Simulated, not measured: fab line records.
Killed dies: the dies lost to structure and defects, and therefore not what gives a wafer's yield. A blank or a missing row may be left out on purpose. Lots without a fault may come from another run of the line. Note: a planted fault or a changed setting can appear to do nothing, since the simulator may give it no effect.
fab line records + flow n5_finfet
record
- lots=10
- wafers=23
- last_day=16
route steps=1938 shown HKMG_FIN@386 PASSIVATION@1936
lots that met no fault: from a run of the same line without faults
start_h: hours from the record's opening day to when the first of the lot's shown wafers began + wait_h: hours from the lot's prior step to this one + " identical to the entry in the row above + L1.1+2: a row that stands for several wafers + - no value, or no start was given + * or withheld: withheld + < > ~ a bound
route shown NAME@n: a module of which the file shows steps, and the number in the route of the first + usual: mean and standard deviation over wafers with no fault + same: alike in all rows + chamber/n: place in a boat + sites: readings site by site + _std_site: standard deviation across them + _edge_site: mean of outer sites minus mean of inner sites + radius_mm: how far each site lies from the wafer's centre + mask NAME#n: copy n + behind: the last tool/chamber to shape the wafer + hold: reason for holding the lot/hours on hold/outcome of the hold + device: transistor that didn't switch, given as n, p or np + end of line: the route-end tests of the same wafers + a step given without rows: its recipe and nothing more + killed: the dies lost at the first sort to structure and to defects; this is not the yield of the wafer + map: a wafer's dies, x killed, . not, _ none there
set.NAME: the setting the step ran with; set.NAME@STEP: the setting that earlier step ran with + model.NAME: the simulator's own value behind a step, which no gauge read
one table for each step of the route and one row for each wafer, over a sample of lots
services: from which hour (start_h, from the record's first day; less than 0 if before it) a tool's chamber was out of use, for how many hours, and why
## steps
# step N5_HKMG_FIN_HK_ALD_01
# recipe
- material=HfO2
- target_thk_a=16
- temp_c=withheld
- ald_precursor_family=HfCl4
- ald_co_reactant=H2O
- pulse_time_s=3
- purge_time_s=3
- co_reactant_purge_time_s=2.5
- co_reactant_pulse_time_s=0.3
- ald_cycles=30
# usual
- precursor_pulse_height_rel=0.998/0.02
| lot.wafer | tool      | chamber | start_h | wait_h | precursor_pulse_height_rel | since_wet_clean_h |
|-----------|-----------|---------|---------|--------|----------------------------|-------------------|
| L370.4    | ald_hk-02 | 1       | 76.43   | 0.0    | 0.985                      | 46                |
| L370.5    | "         | 0       | "       | "      | 0.942                      | -                 |
| L370.6    | "         | 3       | "       | "      | 1.002                      | -                 |
| L372.3    | ald_hk-02 | 1       | 88.70   | 0.0    | 1.001                      | 59                |
| L372.6    | "         | 2       | "       | "      | 1.019                      | -                 |
| L373.2    | ald_hk-03 | 3       | 97.30   | 0.0    | 0.988                      | 977               |
| L373.3    | "         | 1       | "       | "      | 1.050                      | 977               |
| L374.1    | ald_hk-01 | 0       | 103.17  | 0.0    | 0.976                      | 1879              |
| L374.2    | "         | 1       | "       | "      | 0.993                      | 1879              |
| L375.3    | ald_hk-01 | 3       | 105.83  | 0.0    | 0.999                      | 1882              |
| L375.5    | "         | 3       | "       | "      | 1.009                      | -                 |
| L376.1    | ald_hk-03 | 2       | 114.36  | 0.0    | 1.013                      | 994               |
| L376.6    | "         | 2       | "       | "      | 1.009                      | -                 |
| L381.3    | ald_hk-02 | 2       | 141.28  | 0.1    | 0.957                      | 111               |
| L381.6    | "         | 3       | "       | "      | 0.997                      | -                 |
| L384.1    | ald_hk-01 | 3       | 159.59  | 0.0    | 0.969                      | 1936              |
| L384.2    | "         | 0       | "       | "      | 0.969                      | 1936              |
| L384.3    | "         | 2       | "       | "      | 1.035                      | 1936              |
| L387.1    | ald_hk-02 | 2       | 177.18  | 0.0    | 1.014                      | 147               |
| L387.2    | "         | 1       | "       | "      | 1.003                      | 147               |
| L391.4    | ald_hk-01 | 0       | 204.88  | 0.1    | 0.988                      | 1981              |
| L391.5    | "         | 0       | "       | "      | 0.983                      | -                 |
| L391.6    | "         | 1       | "       | "      | 1.016                      | -                 |
# step N5_HKMG_FIN_ETCH_55
# recipe
- chemistry=N2/H2
- target=SOC
- target_depth_a=2400
- temp_c=40
- time_s=300
- ion_energy_ev=200
- mask_material=SiARC
- pressure_mtorr=30
- source_w=840
- bias_w=150
- n2_flow_sccm=200
- h2_flow_sccm=200
# usual
- drypump_motor_current_A=5.7/0.52
- h2_flow_sccm=200.0/0.61
- oes_product_au=0.83/0.092
- rf_vpp_V=523.3/1.6
- run_length_s=323.3/0.43
- showerhead_plenum_p_Torr=2.52/0.058
- throttle_valve_pct=17.9/0.33
| lot.wafer | tool        | chamber | start_h | wait_h | drypump_motor_current_A | h2_flow_sccm | oes_product_au | rf_hours_counter_h | rf_vpp_V | run_length_s | showerhead_plenum_p_Torr | throttle_valve_pct |
|-----------|-------------|---------|---------|--------|-------------------------|--------------|----------------|--------------------|----------|--------------|--------------------------|--------------------|
| L370.4    | rie_diel-05 | 0       | 77.55   | 0.0    | 5.1                     | 200.1        | 0.93           | 21                 | 522.9    | 323.0        | 2.49                     | 17.7               |
| L370.5    | "           | 3       | "       | "      | 5.0                     | 199.5        | 0.67           | -                  | 523.4    | 323.0        | 2.50                     | 18.1               |
| L370.6    | "           | 0       | "       | "      | 5.1                     | 199.6        | 0.92           | -                  | 522.9    | 323.1        | 2.49                     | 17.7               |
| L372.3    | rie_diel-04 | 2       | 89.97   | 0.0    | 5.4                     | 199.5        | 0.69           | 247                | 522.3    | 323.5        | 2.53                     | 18.2               |
| L372.6    | "           | 3       | "       | "      | 6.0                     | 199.7        | 0.68           | -                  | 521.8    | 323.3        | 2.48                     | 17.8               |
| L373.2    | rie_diel-05 | 1       | 98.78   | 0.0    | 5.8                     | 199.0        | 0.92           | 19                 | 521.6    | 323.2        | 2.46                     | 17.5               |
| L373.3    | "           | 2       | "       | "      | 6.7                     | 200.5        | 0.73           | 152                | 524.3    | 322.8        | 2.56                     | 18.5               |
| L374.1    | rie_diel-01 | 2       | 105.02  | 0.0    | 5.3                     | 199.9        | 0.78           | 110                | 527.0    | 323.7        | 2.67                     | 17.9               |
| L374.2    | "           | 3       | "       | "      | 6.0                     | 200.6        | 0.83           | 71                 | 524.9    | 323.1        | 2.57                     | 17.8               |
| L375.3    | rie_diel-04 | 2       | 106.90  | 0.0    | 5.4                     | 199.2        | 0.69           | 254                | 523.7    | 323.9        | 2.52                     | 18.2               |
| L375.5    | "           | 1       | "       | "      | 5.4                     | 200.5        | 0.90           | -                  | 525.2    | 323.9        | 2.61                     | 17.8               |
| L376.1    | rie_diel-05 | 2       | 115.39  | 0.0    | 6.7                     | 199.9        | 0.71           | 160                | 523.9    | 323.0        | 2.56                     | 18.5               |
| L376.6    | "           | 2       | "       | "      | 6.7                     | 200.0        | 0.71           | -                  | 524.5    | 323.2        | 2.56                     | 18.6               |
| L381.3    | rie_diel-05 | 0       | 142.60  | 0.0    | 5.1                     | 200.8        | 0.87           | 50                 | 522.2    | 323.6        | 2.48                     | 17.7               |
| L381.6    | "           | 3       | "       | "      | 5.0                     | 200.4        | 0.95           | -                  | 522.1    | 323.1        | 2.49                     | 17.7               |
| L384.1    | rie_diel-05 | 3       | 160.81  | 0.0    | 5.0                     | 201.4        | 0.94           | 17                 | 522.4    | 322.6        | 2.49                     | 17.6               |
| L384.2    | "           | 1       | "       | "      | 5.8                     | 200.3        | 0.86           | 44                 | 522.1    | 322.9        | 2.45                     | 17.6               |
| L384.3    | "           | 0       | "       | "      | 5.1                     | 199.6        | 0.88           | 57                 | 522.5    | 323.5        | 2.47                     | 17.7               |
| L387.1    | rie_diel-04 | 0       | 178.30  | 0.0    | 5.9                     | 200.0        | 0.77           | 124                | 522.3    | 323.8        | 2.47                     | 18.0               |
| L387.2    | "           | 2       | "       | "      | 5.4                     | 200.6        | 0.92           | 17                 | 521.8    | 323.7        | 2.52                     | 17.7               |
| L391.4    | rie_diel-04 | 2       | 206.34  | 0.0    | 5.3                     | 200.4        | 0.90           | 27                 | 523.2    | 323.7        | 2.51                     | 17.7               |
| L391.5    | "           | 3       | "       | "      | 6.0                     | 200.0        | 0.92           | -                  | 521.3    | 322.9        | 2.47                     | 17.5               |
| L391.6    | "           | 2       | "       | "      | 5.4                     | 201.2        | 0.90           | -                  | 523.3    | 323.9        | 2.51                     | 17.7               |
# step N5_HKMG_FIN_ETCH_58
# recipe
- chemistry=N2/H2
- target=SOC
- target_depth_a=2158
- ion_energy_ev=50
- bias_w=13
- time_s=741
- pressure_mtorr=30
- source_w=875
- n2_flow_sccm=200
- h2_flow_sccm=200
# usual
- drypump_motor_current_A=5.7/0.52
- h2_flow_sccm=200.1/0.56
- oes_product_au=0.84/0.09
- rf_vpp_V=99.0/0.93
- run_length_s=764.3/0.41
- showerhead_plenum_p_Torr=2.52/0.058
- throttle_valve_pct=17.8/0.32
| lot.wafer | tool        | chamber | start_h | wait_h | drypump_motor_current_A | h2_flow_sccm | oes_product_au | rf_hours_counter_h | rf_vpp_V | run_length_s | showerhead_plenum_p_Torr | throttle_valve_pct |
|-----------|-------------|---------|---------|--------|-------------------------|--------------|----------------|--------------------|----------|--------------|--------------------------|--------------------|
| L370.4    | rie_diel-05 | 0       | 77.76   | 0.0    | 5.1                     | 200.1        | 0.93           | 21                 | 97.9     | 764.2        | 2.49                     | 17.6               |
| L370.5    | "           | 3       | "       | "      | 5.0                     | 199.7        | 0.67           | -                  | 99.6     | 763.5        | 2.50                     | 18.0               |
| L370.6    | "           | 0       | "       | "      | 5.1                     | 200.1        | 0.93           | -                  | 98.6     | 764.3        | 2.49                     | 17.6               |
| L372.3    | rie_diel-04 | 2       | 90.18   | 0.0    | 5.3                     | 200.5        | 0.69           | 247                | 97.9     | 765.3        | 2.53                     | 18.2               |
| L372.6    | "           | 3       | "       | "      | 6.0                     | 199.1        | 0.67           | -                  | 99.4     | 764.1        | 2.48                     | 17.8               |
| L373.2    | rie_diel-05 | 1       | 98.99   | 0.0    | 5.8                     | 199.4        | 0.91           | 19                 | 97.0     | 764.1        | 2.46                     | 17.5               |
| L373.3    | "           | 2       | "       | "      | 6.7                     | 200.4        | 0.72           | 152                | 99.4     | 764.1        | 2.56                     | 18.5               |
| L374.1    | rie_diel-01 | 2       | 105.23  | 0.0    | 5.3                     | 200.7        | 0.78           | 110                | 100.0    | 764.2        | 2.67                     | 17.9               |
| L374.2    | "           | 3       | "       | "      | 6.0                     | 199.7        | 0.84           | 71                 | 99.6     | 764.1        | 2.57                     | 17.8               |
| L375.3    | rie_diel-04 | 1       | 107.34  | 0.2    | 5.4                     | 200.3        | 0.90           | -                  | 99.5     | 764.7        | 2.61                     | 17.7               |
| L375.5    | "           | 0       | "       | "      | 5.9                     | 200.3        | 0.80           | -                  | 99.3     | 764.9        | 2.48                     | 17.9               |
| L376.1    | rie_diel-05 | 2       | 115.60  | 0.0    | 6.7                     | 200.9        | 0.71           | 161                | 98.6     | 764.0        | 2.56                     | 18.5               |
| L376.6    | "           | 2       | "       | "      | 6.7                     | 200.4        | 0.71           | -                  | 98.0     | 764.2        | 2.56                     | 18.5               |
| L381.3    | rie_diel-05 | 0       | 142.81  | 0.0    | 5.1                     | 199.7        | 0.89           | 50                 | 100.1    | 501.9        | 2.48                     | 17.7               |
| L381.6    | "           | 3       | "       | "      | 5.0                     | 200.9        | 0.94           | -                  | 98.6     | 763.8        | 2.49                     | 17.6               |
| L384.1    | rie_diel-05 | 3       | 161.02  | 0.0    | 5.0                     | 200.5        | 0.95           | 17                 | 99.0     | 763.4        | 2.49                     | 17.6               |
| L384.2    | "           | 1       | "       | "      | 5.8                     | 201.1        | 0.88           | 44                 | 98.7     | 764.0        | 2.45                     | 17.5               |
| L384.3    | "           | 0       | "       | "      | 5.1                     | 199.9        | 0.88           | 57                 | 98.4     | 502.3        | 2.47                     | 17.7               |
| L387.1    | rie_diel-04 | 0       | 178.51  | 0.0    | 5.9                     | 199.6        | 0.76           | 125                | 99.4     | 764.5        | 2.47                     | 17.9               |
| L387.2    | "           | 2       | "       | "      | 5.4                     | 199.7        | 0.92           | 17                 | 98.0     | 764.5        | 2.52                     | 17.7               |
| L391.4    | rie_diel-04 | 2       | 206.55  | 0.0    | 5.3                     | 199.4        | 0.90           | 27                 | 98.7     | 764.9        | 2.51                     | 17.7               |
| L391.5    | "           | 3       | "       | "      | 6.0                     | 199.9        | 0.92           | -                  | 99.9     | 764.1        | 2.47                     | 17.4               |
| L391.6    | "           | 2       | "       | "      | 5.4                     | 199.6        | 0.91           | -                  | 97.6     | 764.8        | 2.51                     | 17.7               |
# step N5_HKMG_FIN_STRIP_93
# recipe
- chemistry=N2/H2
- material=SOC
- time_s=20
- power_w=500
- temp_c=40
- pressure_mtorr=50
- rf_frequency_hz=6e+07
- bias_power_w=8
- h2_frac=0.5
- n2_flow_sccm=300
- h2_flow_sccm=300
# usual
- drypump_motor_current_A=5.7/0.52
- h2_flow_sccm=300.0/0.91
- oes_product_au=0.84/0.088
- rf_vpp_V=54.1/0.86
- showerhead_plenum_p_Torr=3.33/0.074
- throttle_valve_pct=19.2/0.49
| lot.wafer | tool        | chamber | start_h | wait_h | drypump_motor_current_A | h2_flow_sccm | oes_product_au | rf_hours_counter_h | rf_vpp_V | showerhead_plenum_p_Torr | throttle_valve_pct |
|-----------|-------------|---------|---------|--------|-------------------------|--------------|----------------|--------------------|----------|--------------------------|--------------------|
| L370.4    | rie_diel-05 | 2       | 78.19   | 0.2    | 6.7                     | 300.5        | 0.73           | 148                | 53.8     | 3.38                     | 20.2               |
| L370.5    | "           | 3       | "       | "      | 5.0                     | 301.1        | 0.67           | -                  | 54.5     | 3.30                     | 19.4               |
| L370.6    | "           | 0       | "       | "      | 5.1                     | 298.4        | 0.93           | -                  | 53.6     | 3.29                     | 18.9               |
| L372.3    | rie_diel-04 | 2       | 90.61   | 0.2    | 5.4                     | 300.0        | 0.69           | 248                | 55.2     | 3.34                     | 19.5               |
| L372.6    | "           | 3       | "       | "      | 6.1                     | 301.1        | 0.68           | -                  | 54.9     | 3.29                     | 18.8               |
| L373.2    | rie_diel-05 | 1       | 99.42   | 0.2    | 5.8                     | 301.0        | 0.90           | 20                 | 55.1     | 3.25                     | 18.7               |
| L373.3    | "           | 2       | "       | "      | 6.7                     | 299.7        | 0.71           | 153                | 54.2     | 3.38                     | 20.2               |
| L374.1    | rie_diel-01 | 2       | 105.66  | 0.2    | 5.3                     | 301.1        | 0.80           | 110                | 54.0     | 3.52                     | 19.3               |
| L374.2    | "           | 3       | "       | "      | 6.0                     | 301.7        | 0.82           | 72                 | 54.1     | 3.39                     | 19.0               |
| L375.3    | rie_diel-04 | 1       | 107.79  | 0.2    | 5.5                     | 300.6        | 0.93           | -                  | 55.3     | 3.44                     | 18.9               |
| L375.5    | "           | 0       | "       | "      | 5.9                     | 300.0        | 0.80           | -                  | 53.5     | 3.28                     | 19.4               |
| L376.1    | rie_diel-05 | 2       | 116.03  | 0.2    | 6.7                     | 298.2        | 0.72           | 161                | 56.4     | 3.38                     | 20.2               |
| L376.6    | "           | 2       | "       | "      | 6.7                     | 298.8        | 0.72           | -                  | 54.9     | 3.38                     | 20.2               |
| L381.3    | rie_diel-05 | 0       | 143.24  | 0.2    | 5.0                     | 300.2        | 0.88           | 51                 | 55.3     | 3.27                     | 19.0               |
| L381.6    | "           | 3       | "       | "      | 5.0                     | 300.9        | 0.95           | -                  | 54.8     | 3.29                     | 19.0               |
| L384.1    | rie_diel-05 | 3       | 161.44  | 0.2    | 5.0                     | 300.2        | 0.95           | 18                 | 53.6     | 3.29                     | 19.0               |
| L384.2    | "           | 1       | "       | "      | 5.8                     | 298.8        | 0.86           | 45                 | 55.0     | 3.24                     | 18.7               |
| L384.3    | "           | 0       | "       | "      | 5.1                     | 299.5        | 0.87           | 57                 | 53.6     | 3.27                     | 19.0               |
| L387.1    | rie_diel-04 | 0       | 178.94  | 0.2    | 6.0                     | 297.2        | 0.77           | 125                | 53.0     | 3.27                     | 19.5               |
| L387.2    | "           | 2       | "       | "      | 5.3                     | 300.1        | 0.92           | 17                 | 54.0     | 3.33                     | 19.1               |
| L391.4    | rie_diel-04 | 2       | 206.97  | 0.2    | 5.4                     | 299.7        | 0.89           | 27                 | 52.5     | 3.32                     | 19.1               |
| L391.5    | "           | 3       | "       | "      | 6.0                     | 300.7        | 0.91           | -                  | 52.9     | 3.27                     | 18.5               |
| L391.6    | "           | 2       | "       | "      | 5.4                     | 300.2        | 0.90           | -                  | 53.6     | 3.32                     | 19.1               |
# step N5_PASSIVATION_PROBE_49
# usual
- killed_at_M0_to_M3=32/9.3
- killed_at_M4_up=14/4.9
- killed_at_contacts=15/7.5
- killed_at_front_end=40/11
- killed_at_other=4/3.3
- killed_dies=104/17
- killed_open=68/14
- killed_short=33/7.9
# same
- gross_dies=1180
- killed_at_back_side=0
| lot.wafer | tool      | chamber | start_h | wait_h | killed_at_M0_to_M3 | killed_at_M4_up | killed_at_contacts | killed_at_front_end | killed_at_other | killed_dies | killed_open | killed_short |
|-----------|-----------|---------|---------|--------|--------------------|-----------------|--------------------|---------------------|-----------------|-------------|-------------|--------------|
| L384.1    | prober-01 | -       | 343.91  | 0.0    | 31                 | 11              | 14                 | 38                  | 3               | 97          | 67          | 28           |
| L384.2    | prober-01 | -       | 343.96  | 0.1    | 16                 | 9               | 9                  | 56                  | 3               | 93          | 46          | 29           |
| L384.3    | prober-01 | -       | 344.01  | 0.1    | 17                 | 1               | 12                 | 28                  | 23              | 81          | 35          | 23           |
# killed by level:class
L384.1 MOL_CONTACT_COAG:geometric_particle:open=11 FIN_SAQP:geometric_particle:open=10 STI_FIN_REVEAL:geometric_particle:open=10 BEOL_M3:geometric_particle:open=8 BEOL_M0_SAQP:geometric_particle:short=7 BEOL_M0_SAQP:geometric_particle:open=6 BEOL_M2:geometric_particle:open=5 ILD0:geometric_particle:short=4
L384.2 HKMG_FIN:area_etch=16 FIN_SAQP:geometric_particle:short=9 FIN_SAQP:geometric_particle:open=7 MOL_CONTACT_COAG:geometric_particle:open=6 BEOL_M2:geometric_particle:open=5 STI_FIN_REVEAL:geometric_particle:open=4 BEOL_M3:geometric_particle:open=4 STI_FIN_REVEAL:geometric_particle:short=3
L384.3 PASSIVATION:area_etch=23 MOL_CONTACT_COAG:geometric_particle:open=11 BEOL_M0_SAQP:geometric_particle:open=6 BEOL_M0_SAQP:geometric_particle:short=6 FIN_SAQP:geometric_particle:open=4 FIN_CUT:geometric_particle:short=4 FIN_SAQP:geometric_particle:short=3 STI_FIN_REVEAL:geometric_particle:open=3
## services
| tool        | chamber | start_h | hours | kind                          |
|-------------|---------|---------|-------|-------------------------------|
| rie_diel-05 | 0       | 64.07   | 2.2   | repair                        |
| rie_diel-04 | 0       | 87.45   | 6.6   | repair                        |
| rie_diel-04 | 3       | 94.41   | -     | clean                         |
| rie_diel-04 | 3       | 94.41   | -     | consumable_replace:focus_ring |
| rie_diel-05 | 3       | 96.43   | -     | clean                         |
| rie_diel-05 | 3       | 96.43   | -     | consumable_replace:focus_ring |
| rie_diel-05 | 3       | 96.43   | 19.5  | scheduled_down                |
| rie_diel-05 | 3       | 96.43   | 19.5  | vent_cycle                    |
| rie_diel-04 | 2       | 108.99  | -     | clean                         |
| rie_diel-04 | 2       | 108.99  | -     | consumable_replace:focus_ring |
| rie_diel-04 | 2       | 108.99  | 10.1  | scheduled_down                |
| rie_diel-04 | 2       | 108.99  | 10.1  | vent_cycle                    |
| ald_hk-01   | -       | 114.35  | 1.5   | repair                        |
| ald_hk-01   | -       | 120.27  | 28.1  | pm                            |
| rie_diel-04 | -       | 148.85  | 0.1   | repair                        |
| rie_diel-04 | 2       | 172.28  | 4.3   | repair                        |
| rie_diel-05 | 0       | 185.05  | 3.2   | repair                        |
| rie_diel-04 | -       | 190.71  | 1.6   | repair                        |
## key
first_sign
- step=N5_HKMG_FIN_ETCH_58
- reading=run_length_s
- direction=down
- sigmas=99+
- usual=*
- struck=*
effect none on later readings
met_at N5_HKMG_FIN_ETCH_58
struck_lots L381,L384
struck_wafers L381.3,L384.3
tester_left_out L381,L384
baseline_loss
- step=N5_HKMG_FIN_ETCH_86
- wafers=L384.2
baseline_loss
- step=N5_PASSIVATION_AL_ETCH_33
- wafers=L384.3
not_acting_at N5_HKMG_FIN_HK_ALD_01,N5_HKMG_FIN_ETCH_55,N5_HKMG_FIN_STRIP_93
onset_between 115.60 142.81
fault
- kind=process_parameter_drift
- tool=rie_diel-05
- chamber=-
- onset_h=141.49
- steps=N5_HKMG_FIN_ETCH_58
- channel=time_s
- offset=*
- shape=step
- end_h=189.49
- scope=struck_wafers_only
- acts_in=*
- stated=*
# tester_left_out: of these lots the tester's yield and bins aren't shown, on N5 and GAA mostly nor the transistor test; their killed dies are dies lost to structure and defects alone, not to doping, threshold or leakage, so they don't give the yield
# baseline_loss: these wafers lose ten dies or more at that step, a loss of the line's own and not of a fault; the sort's usual values leave them out
